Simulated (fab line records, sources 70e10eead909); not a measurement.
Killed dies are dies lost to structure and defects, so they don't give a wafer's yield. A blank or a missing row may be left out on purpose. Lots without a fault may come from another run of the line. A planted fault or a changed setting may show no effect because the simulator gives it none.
Chamber matching | flow nand_harc | NHARC_A_BLC_STRIP_21 on rie_diel-07: 4 sister chambers
The step strips in O2. 4 wafers are shown with their chamber, then 8 later ones without.

WAFERS WITH THEIR CHAMBER
wafer  | chamber | drypump_motor_current_A (A)
L627.6 | 3       | 5.7
L637.1 | 1       | 5.6
L637.4 | 2       | 6.4
L634.2 | 0       | 6.0

WAFERS WITHOUT THEIR CHAMBER
wafer  | drypump_motor_current_A (A)
L634.5 | 5.6
L634.6 | 6.4
L641.1 | 5.7
L641.3 | 6.4
L641.4 | 6.0
L645.1 | 5.7
L645.2 | 6.0
L645.3 | 6.5

WHICH CHAMBER EACH WENT THROUGH
wafer  | from the rows above | in truth
L634.5 | 1                   | 1
L634.6 | 2                   | 2
L641.1 | 3                   | 3
L641.3 | 2                   | 2
L641.4 | 0                   | 0
L645.1 | 3                   | 3
L645.2 | 0                   | 0
L645.3 | 2                   | 2
Placed correctly: 8 of 8. Can't be placed from these rows: 0. Placed wrongly: 0.
How it was worked out, from the rows above alone: a wafer's distance from a chamber is the root of the sum, over the readings, of the square of ((its reading less the chamber's mean) divided by the reading's scatter). The wafer belongs to the nearest chamber; if the next one is less than 2 further off, it can't be placed. A chamber's mean is the mean of its shown wafers. The scatter: with one shown wafer a chamber, the root of the mean of the squares of how far each hidden wafer lies from its nearest shown one.
